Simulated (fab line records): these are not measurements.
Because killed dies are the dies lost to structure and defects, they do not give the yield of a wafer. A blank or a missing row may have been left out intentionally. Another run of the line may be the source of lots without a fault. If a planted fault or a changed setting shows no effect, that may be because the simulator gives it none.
Chamber matching	flow n5Finfet	4 sister chambers for N5_GATE_CUT_CMP_02 on cmp-01
The step polishes, stops on SiO2, t overpolish 12.7 s, target thk 0 nm. 8 wafers are shown with their chamber, then 9 later ones without.

## EACH WAFER AND ITS CHAMBER
wafer	chamber	motorCurrentA (A)	timeToEndpointS (s)
L075.2	1	9.6	19
L075.6	1	10.3	19
L087.1	2	9.7	25
L088.1	0	7.8	17
L088.5	3	9.9	27
L090.2	2	9.6	28
L090.3	0	8.2	21
L090.6	3	9.4	31

## WAFERS MISSING THEIR CHAMBER
wafer	motorCurrentA (A)	timeToEndpointS (s)
L092.2	7.8	22
L092.4	10.2	27
L092.5	9.4	25
L093.2	9.8	26
L093.3	8.2	20
L093.5	9.3	29
L095.1	10.4	24
L095.3	9.6	27
L095.6	8.0	17

## WHICH CHAMBER EACH WENT THROUGH
wafer	from the rows above	in truth
L092.2	0	0
L092.4	can't be placed: 2 or 3 or 1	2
L092.5	can't be placed: 2 or 3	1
L093.2	can't be placed: 2 or 3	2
L093.3	0	0
L093.5	can't be placed: 3 or 2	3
L095.1	can't be placed: 2 or 1 or 3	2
L095.3	can't be placed: 2 or 3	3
L095.6	0	0
Placed correctly: 3 of 9. Unplaceable from these rows: 6, with the true chamber sitting among the candidates in 5. Number placed wrongly: 0.
How it was worked out, from the rows above alone: a wafer's distance from a chamber is the root of the sum, over the readings, of the square of ((its reading less the chamber's mean) divided by the reading's scatter). If the next closest chamber is less than 2 further off than the closest, the wafer can't be placed; otherwise it belongs to the closest. Each chamber's mean is taken over the wafers shown for it. How the scatter is found: for the shown wafers, subtract from each reading the mean of its chamber, square and add these, divide the total by (wafers less chambers), then take the root.
